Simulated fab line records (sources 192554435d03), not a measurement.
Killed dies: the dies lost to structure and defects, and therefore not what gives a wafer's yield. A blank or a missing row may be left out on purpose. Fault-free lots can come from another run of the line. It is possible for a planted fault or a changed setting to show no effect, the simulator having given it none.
fab line records	flow n5_finfet	part 1 of 2: steps 1 to 4 of 6
record lots=24	wafers=72	last_day=17
route steps=1938 shown BEOL_M9@1463 BEOL_M10@1484
lots untouched by any fault: they come from a run of this same line in which no faults occurred
start_h: the number of hours between the record's first day and the start of the first shown wafer of the lot	wait_h: hours since the lot's step before	" same as the row above	L1.1+2: several wafers, shown together as one row	- no value, or no start given	* or withheld: withheld	< > ~ a bound
route shown NAME@n: a module of which the file shows steps, and the number in the route of the first	usual: mean/standard deviation of fault-free wafers	same: alike in all rows	chamber/n: place in a boat	sites: the reading at each site	_std_site: their standard deviation	_edge_site: outer sites' mean less inner sites'	radius_mm: how far each site lies from the wafer's centre	mask NAME#n: copy n	behind: tool/chamber where the wafer was last shaped	hold: cause of the lot's hold/its duration in hours/its outcome	device: names the non-switching transistor (n, p or np)	end of line: the route-end tests of the same wafers	for a step that has no rows: nothing shown but its recipe	killed: dies that structure and defects cost at the first sort, which is not the same as the wafer's yield	map: per-die view of a wafer (x killed, . not killed, _ where there is no die)
set.NAME: setting as actually run; set.NAME@STEP: the setting as run at that earlier step	model.NAME: the simulator's own value behind a step, which no gauge read
a sample of lots followed through the steps of the route, with each step as a table and each wafer as a row
services: when a tool's chamber went out of use (start_h, in hours from the record's first day, below 0 if earlier), for how many hours, and the reason
## steps
# step N5_BEOL_M9_ANNEAL_51
# recipe temp_c=225	time_s=90	ambient=N2
# usual wafer_temp_C_max=225.87/0.26
# same time_s=90
lot.wafer	tool	chamber	start_h	wait_h	wafer_temp_C_max
L074.3	rtp_anneal-02	0	202.17	0.1	225.73
L074.4	"	0	"	"	225.64
L074.5	"	0	"	"	225.92
L075.1	rtp_anneal-01	0	213.91	0.3	225.84
L075.2	"	0	"	"	225.95
L075.3	"	0	"	"	226.07
L076.2	rtp_anneal-02	0	221.56	0.2	225.87
L076.3	"	0	"	"	225.88
L076.6	"	0	"	"	225.60
L077.1	rtp_anneal-01	0	221.66	0.3	226.19
L077.3	"	0	"	"	226.15
L077.6	"	0	"	"	226.11
L078.1	rtp_anneal-01	0	228.65	0.1	226.43
L078.5	"	0	"	"	226.12
L078.6	"	0	"	"	225.85
L079.3	rtp_anneal-01	0	229.70	0.3	226.43
L079.4	"	0	"	"	226.47
L079.5	"	0	"	"	226.26
L080.2	rtp_anneal-01	0	238.31	0.3	225.65
L080.4	"	0	"	"	225.87
L080.6	"	0	"	"	226.01
L081.2	rtp_anneal-02	0	255.41	0.3	226.16
L081.3	"	0	"	"	225.58
L081.4	"	0	"	"	225.73
L082.2	rtp_anneal-01	0	263.49	0.1	226.57
L082.3	"	0	"	"	226.02
L082.6	"	0	"	"	226.37
L084.1	rtp_anneal-01	0	270.95	0.2	225.70
L084.3	"	0	"	"	225.88
L084.6	"	0	"	"	225.85
L085.2	rtp_anneal-01	0	271.81	0.6	226.09
L085.3	"	0	"	"	226.25
L085.6	"	0	"	"	226.20
L083.1	rtp_anneal-01	0	275.21	0.1	225.79
L083.4	"	0	"	"	226.09
L083.5	"	0	"	"	226.10
L086.1	rtp_anneal-02	0	291.54	0.3	225.52
L086.3	"	0	"	"	225.47
L086.4	"	0	"	"	226.02
L087.1	rtp_anneal-01	0	291.97	0.6	225.52
L087.2	"	0	"	"	225.47
L087.3	"	0	"	"	225.87
L088.1	rtp_anneal-02	0	293.59	0.1	226.41
L088.4	"	0	"	"	225.80
L088.5	"	0	"	"	225.61
L089.2	rtp_anneal-01	0	304.03	0.1	225.83
L089.5	"	0	"	"	225.86
L089.6	"	0	"	"	225.54
L090.2	rtp_anneal-01	0	312.84	0.3	226.25
L090.3	"	0	"	"	225.78
L090.5	"	0	"	"	226.16
L091.1	rtp_anneal-02	0	316.42	0.1	225.57
L091.3	"	0	"	"	226.27
L091.5	"	0	"	"	225.94
L092.2	rtp_anneal-02	0	319.29	0.2	225.82
L092.4	"	0	"	"	225.95
L092.5	"	0	"	"	225.72
L094.2	rtp_anneal-01	0	328.08	0.3	225.87
L094.4	"	0	"	"	225.64
L094.6	"	0	"	"	225.59
L093.3	rtp_anneal-02	0	330.66	0.1	225.50
L093.5	"	0	"	"	226.01
L093.6	"	0	"	"	226.08
L095.1	rtp_anneal-02	0	335.75	0.1	225.33
L095.2	"	0	"	"	225.53
L095.4	"	0	"	"	225.89
L097.2	rtp_anneal-02	0	346.03	0.3	225.73
L097.5	"	0	"	"	225.34
L097.6	"	0	"	"	225.86
L096.1	rtp_anneal-01	0	346.94	0.3	226.10
L096.5	"	0	"	"	225.62
L096.6	"	0	"	"	225.92
# step N5_BEOL_M10_OVL_MEAS_12
# recipe points_per_wafer=44
# usual M10_OVL=-0.3/0.82
lot.wafer	tool	chamber	start_h	wait_h	M10_OVL[nm]
L074.3	overlay-02	0	204.45	0.0	0.3
L074.4	"	0	"	"	-0.3
L074.5	"	0	"	"	0.3
L075.1	overlay-02	0	216.91	0.0	-0.1
L075.2	"	0	"	"	-0.1
L075.3	"	0	"	"	0.6
L076.2	overlay-02	0	224.83	0.0	-1.0
L076.3	"	0	"	"	-0.9
L076.6	"	0	"	"	0.4
L077.1	overlay-02	0	224.90	0.0	-0.4
L077.3	"	0	"	"	-0.7
L077.6	"	0	"	"	-1.9
L078.1	overlay-02	0	231.38	0.0	0.1
L078.5	"	0	"	"	0.4
L078.6	"	0	"	"	0.0
L079.3	overlay-02	0	232.19	0.0	-2.1
L079.4	"	0	"	"	0.2
L079.5	"	0	"	"	-0.8
L080.2	overlay-01	0	242.15	0.0	-0.8
L080.4	"	0	"	"	-0.6
L080.6	"	0	"	"	-0.5
L081.2	overlay-01	0	258.25	0.0	-0.7
L081.3	"	0	"	"	-0.7
L081.4	"	0	"	"	-0.4
L082.2	overlay-02	0	265.89	0.0	-0.9
L082.3	"	0	"	"	1.6
L082.6	"	0	"	"	-0.5
L084.1	overlay-01	0	273.62	0.0	-0.1
L084.3	"	0	"	"	-0.2
L084.6	"	0	"	"	0.2
L085.2	overlay-02	0	273.69	0.0	-0.2
L085.3	"	0	"	"	-0.3
L085.6	"	0	"	"	-0.4
L083.1	overlay-01	0	277.25	0.0	-1.5
L083.4	"	0	"	"	-0.8
L083.5	"	0	"	"	-2.4
L086.1	overlay-02	0	294.91	0.0	1.3
L086.3	"	0	"	"	0.4
L086.4	"	0	"	"	-1.1
L087.1	overlay-01	0	295.07	0.0	-1.4
L087.2	"	0	"	"	0.3
L087.3	"	0	"	"	0.4
L088.1	overlay-02	0	298.83	0.0	0.3
L088.4	"	0	"	"	-0.7
L088.5	"	0	"	"	-0.1
L089.2	overlay-01	0	307.15	0.0	-0.4
L089.5	"	0	"	"	-1.5
L089.6	"	0	"	"	0.1
L090.2	overlay-01	0	316.06	0.0	0.1
L090.3	"	0	"	"	-2.0
L090.5	"	0	"	"	-1.9
L091.1	overlay-02	0	319.07	0.0	0.5
L091.3	"	0	"	"	0.6
L091.5	"	0	"	"	0.5
L092.2	overlay-02	0	323.01	0.0	0.2
L092.4	"	0	"	"	0.9
L092.5	"	0	"	"	0.9
L094.2	overlay-01	0	330.39	0.0	-0.5
L094.4	"	0	"	"	-0.6
L094.6	"	0	"	"	1.3
L093.3	overlay-02	0	333.67	0.0	-0.7
L093.5	"	0	"	"	-1.5
L093.6	"	0	"	"	-0.5
L095.1	overlay-01	0	339.98	0.0	-1.4
L095.2	"	0	"	"	-0.6
L095.4	"	0	"	"	-1.3
L097.2	overlay-02	0	349.24	0.0	0.4
L097.5	"	0	"	"	-0.2
L097.6	"	0	"	"	-0.5
L096.1	overlay-02	0	349.44	0.0	-1.0
L096.5	"	0	"	"	-0.3
L096.6	"	0	"	"	-1.8
# step N5_BEOL_M10_DESCUM_33
# recipe chemistry=O2	time_s=7.9	source_power_w=50	bias_power_w=20	pressure_mtorr=20	rf_frequency_hz=2.712e+07	temp_c=40	resist=CAR-ArF	o2_flow_sccm=225
# usual drypump_motor_current_A=5.60/0.28	o2_flow_sccm=225.1/0.67	oes_product_au=0.80/0.078	rf_vpp_V=242.7/1.3	showerhead_plenum_p_Torr=2.06/0.059	throttle_valve_pct=20.36/0.25
# same time_s=7.9
lot.wafer	tool	chamber	start_h	wait_h	drypump_motor_current_A	o2_flow_sccm	oes_product_au	rf_hours_counter_h	rf_vpp_V	showerhead_plenum_p_Torr	throttle_valve_pct
L074.3	rie_diel-03	2	205.52	0.0	5.70	225.1	0.89	57	243.1	2.11	20.17
L074.4	"	3	"	"	5.91	224.8	0.73	176	242.1	2.04	20.11
L074.5	"	2	"	"	5.71	223.9	0.89	-	244.0	2.11	20.18
L075.1	rie_diel-03	3	220.37	0.0	5.90	225.2	0.73	183	241.7	2.04	20.10
L075.2	"	2	"	"	5.70	224.5	0.87	63	243.5	2.11	20.19
L075.3	"	1	"	"	5.21	224.9	0.79	131	242.8	2.04	20.53
L076.2	rie_diel-02	0	227.20	0.0	5.69	224.7	0.70	230	240.7	1.95	20.49
L076.3	"	3	"	"	5.77	225.1	0.90	27	242.6	2.05	20.38
L076.6	"	3	"	"	5.74	225.6	0.90	-	242.2	2.05	20.39
L077.1	rie_diel-03	3	227.55	0.2	5.90	224.5	0.73	186	242.9	2.04	20.10
L077.3	"	2	"	"	5.72	224.6	0.88	66	243.3	2.11	20.19
L077.6	"	2	"	"	5.72	224.6	0.87	-	245.2	2.11	20.22
L078.1	rie_diel-02	2	236.22	0.0	5.67	225.6	0.69	236	242.0	2.04	20.59
L078.5	"	2	"	"	5.70	224.9	0.69	-	242.9	2.04	20.60
L078.6	"	3	"	"	5.76	226.0	0.89	-	241.8	2.05	20.40
L079.3	rie_diel-06	0	236.39	0.0	6.01	226.3	0.84	54	242.8	2.03	20.21
L079.4	"	3	"	"	5.92	224.3	0.67	-	240.8	1.98	20.70
L079.5	"	0	"	"	6.02	225.8	0.84	-	242.6	2.03	20.18
L080.2	rie_diel-06	0	244.58	0.0	5.99	224.9	0.83	57	242.4	2.03	20.19
L080.4	"	2	"	"	5.53	225.1	0.82	92	242.6	2.10	20.36
L080.6	"	0	"	"	6.00	225.0	0.82	-	242.0	2.03	20.20
L081.2	rie_diel-06	0	262.00	0.4	6.05	224.6	0.83	63	242.9	2.03	20.21
L081.3	"	2	"	"	5.55	224.4	0.82	97	244.8	2.10	20.35
L081.4	"	3	"	"	5.92	224.7	0.68	242	241.0	1.98	20.70
L082.2	rie_diel-03	2	268.70	0.0	5.70	225.0	0.85	79	243.5	2.11	20.21
L082.3	"	3	"	"	5.90	225.7	0.72	201	242.9	2.03	20.15
L082.6	"	2	"	"	5.71	224.0	0.85	-	242.3	2.11	20.23
L084.1	rie_diel-06	3	275.42	0.5	5.92	225.2	0.67	246	242.8	1.97	20.71
L084.3	"	2	"	"	5.52	224.3	0.82	102	243.9	2.10	20.36
L084.6	"	3	"	"	5.93	224.2	0.68	-	240.7	1.97	20.71
L085.2	rie_diel-03	3	275.53	0.4	5.91	225.3	0.72	204	241.7	2.03	20.14
L085.3	"	0	"	"	5.09	224.9	0.91	15	244.6	2.15	19.98
L085.6	"	2	"	"	5.72	225.0	0.86	-	244.0	2.10	20.22
L083.1	rie_diel-03	3	278.92	0.0	5.96	225.0	0.71	205	243.7	2.03	20.16
L083.4	"	1	"	"	5.22	225.6	0.76	154	240.1	2.03	20.55
L083.5	"	1	"	"	5.22	224.9	0.76	-	242.6	2.03	20.57
L086.1	rie_diel-03	2	297.72	0.0	5.70	224.9	0.84	87	244.2	2.10	20.22
L086.3	"	1	"	"	5.25	225.2	0.76	160	242.8	2.03	20.57
L086.4	"	0	"	"	5.10	225.4	0.89	23	242.9	2.14	20.01
L087.1	rie_diel-02	0	298.18	0.2	5.67	223.9	0.67	256	240.8	1.94	20.53
L087.2	"	2	"	"	5.66	226.8	0.97	0	242.5	2.04	20.17
L087.3	"	3	"	"	5.74	224.6	0.85	56	240.9	2.04	20.43
L088.1	rie_diel-06	2	302.26	0.4	5.56	224.5	0.81	112	243.0	2.09	20.38
L088.4	"	1	"	"	5.40	224.0	0.83	-	242.2	2.12	20.39
L088.5	"	2	"	"	5.54	225.5	0.81	-	243.4	2.09	20.38
L089.2	rie_diel-06	2	308.53	0.0	5.56	224.7	0.80	116	243.9	2.09	20.38
L089.5	"	1	"	"	5.40	224.9	0.83	-	243.9	2.12	20.37
L089.6	"	2	"	"	5.56	226.0	0.80	-	243.9	2.09	20.39
L090.2	rie_diel-02	2	317.02	0.0	5.68	225.1	0.92	9	241.3	2.03	20.17
L090.3	"	3	"	"	5.73	224.2	0.84	65	241.8	2.04	20.44
L090.5	"	2	"	"	5.68	224.0	0.92	-	243.6	2.03	20.18
L091.1	rie_diel-06	2	322.58	0.0	5.55	226.1	0.79	122	244.8	2.09	20.40
L091.3	"	0	"	"	6.02	224.5	0.80	88	241.7	2.02	20.25
L091.5	"	1	"	"	5.39	225.8	0.81	-	243.7	2.11	20.40
L092.2	rie_diel-06	3	324.13	0.0	5.90	223.6	0.92	5	246.0	2.24	20.27
L092.4	"	0	"	"	6.02	224.6	0.79	89	240.8	2.02	20.26
L092.5	"	2	"	"	5.51	225.1	0.80	-	243.2	2.09	20.38
L094.2	rie_diel-02	0	332.67	0.0	5.69	224.5	0.97	4	245.2	2.20	19.96
L094.4	"	3	"	"	5.74	225.4	0.84	71	242.8	2.04	20.46
L094.6	"	2	"	"	5.68	224.9	0.89	-	242.4	2.03	20.17
L093.3	rie_diel-03	3	335.53	0.0	5.91	224.9	0.71	222	243.7	2.03	20.18
L093.5	"	1	"	"	5.24	224.9	0.74	-	241.8	2.03	20.60
L093.6	"	2	"	"	5.71	225.4	0.83	-	243.4	2.10	20.25
L095.1	rie_diel-02	3	342.37	0.0	5.73	225.4	0.83	75	242.2	2.03	20.47
L095.2	"	0	"	"	5.68	224.8	0.96	7	244.6	2.20	19.95
L095.4	"	2	"	"	5.66	226.2	0.90	20	242.4	2.03	20.19
L097.2	rie_diel-02	3	351.27	0.0	5.74	225.3	0.83	78	242.4	2.03	20.46
L097.5	"	0	"	"	5.70	225.3	0.96	-	245.8	2.20	19.97
L097.6	"	3	"	"	5.73	225.2	0.83	-	241.4	2.03	20.45
L096.1	rie_diel-03	2	351.36	0.0	5.68	225.4	0.83	102	243.9	2.10	20.27
L096.5	"	0	"	"	5.07	225.7	0.87	-	243.5	2.14	20.02
L096.6	"	1	"	"	5.23	225.7	0.74	-	241.6	2.02	20.59
# step N5_BEOL_M10_ETCH_65
# recipe chemistry=CF4	target=SiARC	target_depth_a=390	mask_material=CAR-ArF	time_s=65	ion_energy_ev=80	pressure_mtorr=40	source_w=545	bias_w=36	Ar_flow_sccm=100	cf4_flow_sccm=100	ends=cleared
# usual drypump_motor_current_A=5.60/0.29	etch_rf_on_time_s=65.7/2	oes_product_au=0.69/0.068	rf_vpp_V=183.8/1.1	showerhead_plenum_p_Torr=2.11/0.062	throttle_valve_pct=15.57/0.22
lot.wafer	tool	chamber	start_h	wait_h	drypump_motor_current_A	etch_rf_on_time_s	oes_product_au	rf_hours_counter_h	rf_vpp_V	showerhead_plenum_p_Torr	throttle_valve_pct
L074.3	rie_diel-03	2	205.56	0.0	5.69	67.6	0.73	57	184.4	2.18	15.47
L074.4	"	3	"	"	5.98	68.2	0.61	176	184.2	2.11	15.53
L074.5	"	2	"	"	5.69	67.9	0.73	-	185.9	2.18	15.46
L075.1	rie_diel-03	3	220.40	0.0	5.90	69.0	0.60	183	184.3	2.11	15.53
L075.2	"	2	"	"	5.70	67.7	0.73	63	185.4	2.18	15.46
L075.3	"	1	"	"	5.22	67.2	0.66	131	182.9	2.06	15.50
L076.2	rie_diel-02	0	227.23	0.0	5.71	67.5	0.60	230	182.1	2.03	15.91
L076.3	"	3	"	"	5.73	63.6	0.77	27	182.9	2.10	15.44
L076.6	"	3	"	"	5.76	63.6	0.77	-	184.4	2.10	15.42
L077.1	rie_diel-03	3	227.59	0.0	5.94	67.2	0.61	186	183.3	2.11	15.53
L077.3	"	2	"	"	5.70	67.0	0.72	66	183.0	2.18	15.48
L077.6	"	2	"	"	5.70	66.9	0.73	-	184.2	2.18	15.48
L078.1	rie_diel-02	2	236.26	0.0	5.69	64.5	0.60	236	182.6	2.11	15.87
L078.5	"	2	"	"	5.71	63.7	0.60	-	184.3	2.11	15.88
L078.6	"	3	"	"	5.71	64.2	0.77	-	183.5	2.10	15.44
L079.3	rie_diel-06	0	236.42	0.0	6.02	68.9	0.71	54	182.0	2.08	15.36
L079.4	"	3	"	"	5.91	66.4	0.58	-	182.8	2.03	15.92
L079.5	"	0	"	"	6.00	69.0	0.71	-	184.1	2.08	15.36
L080.2	rie_diel-06	0	244.61	0.0	6.05	69.3	0.70	57	183.1	2.07	15.36
L080.4	"	2	"	"	5.54	64.0	0.71	92	183.3	2.17	15.54
L080.6	"	0	"	"	6.03	69.9	0.70	-	181.8	2.07	15.35
L081.2	rie_diel-06	0	262.03	0.0	5.96	68.6	0.70	63	181.8	2.07	15.37
L081.3	"	2	"	"	5.56	63.4	0.72	98	183.8	2.17	15.57
L081.4	"	3	"	"	5.93	65.4	0.59	242	182.4	2.03	15.93
L082.2	rie_diel-03	2	268.74	0.0	5.70	67.9	0.71	79	184.6	2.18	15.51
L082.3	"	3	"	"	5.92	68.3	0.59	201	184.7	2.11	15.57
L082.6	"	2	"	"	5.70	68.1	0.70	-	185.2	2.18	15.50
L084.1	rie_diel-06	3	275.45	0.0	5.93	65.4	0.58	246	182.8	2.03	15.94
L084.3	"	2	"	"	5.52	63.2	0.71	102	184.4	2.17	15.57
L084.6	"	3	"	"	5.92	65.0	0.58	-	184.2	2.03	15.94
L085.2	rie_diel-03	3	275.57	0.0	5.93	67.7	0.59	204	184.1	2.11	15.57
L085.3	"	0	"	"	5.10	62.7	0.78	15	184.9	2.19	15.15
L085.6	"	2	"	"	5.74	66.9	0.70	-	184.8	2.17	15.51
L083.1	rie_diel-03	3	278.95	0.0	5.92	68.3	0.58	205	183.5	2.10	15.57
L083.4	"	1	"	"	5.22	65.4	0.66	154	181.9	2.05	15.56
L083.5	"	1	"	"	5.20	65.9	0.65	-	183.2	2.05	15.57
L086.1	rie_diel-03	2	297.75	0.0	5.68	68.2	0.70	87	183.6	2.17	15.51
L086.3	"	1	"	"	5.23	66.5	0.64	160	182.3	2.05	15.58
L086.4	"	0	"	"	5.10	63.3	0.77	23	185.2	2.19	15.20
L087.1	rie_diel-02	0	298.22	0.0	5.68	68.5	0.58	256	181.1	2.02	15.96
L087.2	"	2	"	"	5.66	63.7	0.84	0	183.5	2.10	15.39
L087.3	"	3	"	"	5.71	64.6	0.74	56	182.2	2.09	15.50
L088.1	rie_diel-06	2	302.29	0.0	5.53	63.4	0.70	112	185.1	2.16	15.59
L088.4	"	1	"	"	5.40	63.5	0.72	-	185.0	2.16	15.51
L088.5	"	2	"	"	5.53	62.9	0.71	-	184.4	2.16	15.59
L089.2	rie_diel-06	2	308.57	0.0	5.52	63.6	0.70	116	185.3	2.16	15.61
L089.5	"	1	"	"	5.42	64.1	0.71	-	185.0	2.16	15.54
L089.6	"	2	"	"	5.53	63.3	0.69	-	184.2	2.16	15.60
L090.2	rie_diel-02	2	317.06	0.0	5.69	62.7	0.79	9	184.3	2.10	15.40
L090.3	"	3	"	"	5.75	64.8	0.72	65	183.7	2.08	15.52
L090.5	"	2	"	"	5.68	63.2	0.80	-	183.1	2.10	15.40
L091.1	rie_diel-06	2	322.61	0.0	5.53	63.3	0.70	122	183.5	2.16	15.62
L091.3	"	0	"	"	6.00	69.3	0.66	88	184.0	2.06	15.44
L091.5	"	1	"	"	5.40	64.1	0.70	-	184.2	2.16	15.54
L092.2	rie_diel-06	3	324.17	0.0	5.93	65.2	0.80	5	185.5	2.28	15.42
L092.4	"	0	"	"	5.98	68.3	0.68	89	181.7	2.06	15.43
L092.5	"	2	"	"	5.56	62.9	0.69	-	184.0	2.16	15.62
L094.2	rie_diel-02	0	332.70	0.0	5.68	64.1	0.82	4	185.6	2.28	15.41
L094.4	"	3	"	"	5.75	63.4	0.72	71	183.6	2.08	15.52
L094.6	"	2	"	"	5.63	63.5	0.78	-	183.8	2.10	15.41
L093.3	rie_diel-03	3	335.57	0.0	5.97	68.3	0.59	222	185.1	2.10	15.62
L093.5	"	1	"	"	5.21	66.5	0.64	-	183.4	2.04	15.61
L093.6	"	2	"	"	5.70	67.0	0.69	-	183.5	2.17	15.54
L095.1	rie_diel-02	3	342.40	0.0	5.72	65.0	0.70	75	182.3	2.08	15.54
L095.2	"	0	"	"	5.69	63.8	0.82	7	187.0	2.28	15.40
L095.4	"	2	"	"	5.68	64.8	0.77	20	183.4	2.09	15.42
L097.2	rie_diel-02	3	351.30	0.0	5.75	64.7	0.70	78	183.5	2.08	15.54
L097.5	"	0	"	"	5.67	63.7	0.81	-	185.9	2.28	15.41
L097.6	"	3	"	"	5.75	64.4	0.71	-	183.8	2.08	15.54
L096.1	rie_diel-03	2	351.39	0.0	5.71	67.5	0.69	102	184.4	2.17	15.56
L096.5	"	0	"	"	5.08	62.2	0.76	-	184.0	2.18	15.22
L096.6	"	1	"	"	5.22	66.5	0.63	-	182.2	2.04	15.60
